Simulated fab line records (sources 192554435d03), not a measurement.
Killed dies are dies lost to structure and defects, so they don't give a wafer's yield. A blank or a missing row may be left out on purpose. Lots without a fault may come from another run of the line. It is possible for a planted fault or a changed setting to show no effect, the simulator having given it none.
The tool behind it: which one? | flow n5 finfet | 33 wafers sampled from 11 lots at 1 step of a route of 1938

## WHAT THE GAUGES READ, wafer by wafer
N5_BEOL_M10_INSPECT_30: inspects for defects (brightfield).
lot  | measured     | on                | raw defect count
L948 | day 10 02:22 | defect inspect-01 | 240 330 324
L949 | day 10 15:16 | defect inspect-02 | 370 329 503
L951 | day 11 00:36 | defect inspect-01 | 365 354 326
L952 | day 11 04:50 | defect inspect-01 | 474 487 433
L958 | day 12 01:17 | defect inspect-02 | 421 402 414
L956 | day 12 08:17 | defect inspect-01 | 291 473 348
L957 | day 12 17:47 | defect inspect-01 | 280 282 259
L959 | day 13 03:46 | defect inspect-01 | 437 568 490
L962 | day 13 18:25 | defect inspect-01 | 434 431 495
L967 | day 14 23:37 | defect inspect-01 | 334 354 434
L968 | day 15 07:47 | defect inspect-01 | 457 484 359

## EACH LOT AND THE TOOL THAT RAN IT (in order: tool; ch and the chambers of the sampled wafers; start)
There is no process step in the record ahead of these readings.

## THE ANSWER, worked out from the rows above alone
Rule: the lots themselves supply what counts as usual. Put in order of their means at a reading, lots are off if they are a third of the lots or fewer, leave a main group of 4 or more, and stand apart from it by a gap of 3 or more times the standard deviation of the main group's means; of several such gaps the widest counts. A main group whose means are all the same, to the digits that the tables above print for the reading, isn't used. Also off: a lot with no number at a reading for which 4 or more lots have one. Any other lot the step has rows for is counted as sound.
No lot is off at any reading shown: from this, nothing can be told.

## WHAT HAD BEEN PUT IN BY THE SIMULATOR
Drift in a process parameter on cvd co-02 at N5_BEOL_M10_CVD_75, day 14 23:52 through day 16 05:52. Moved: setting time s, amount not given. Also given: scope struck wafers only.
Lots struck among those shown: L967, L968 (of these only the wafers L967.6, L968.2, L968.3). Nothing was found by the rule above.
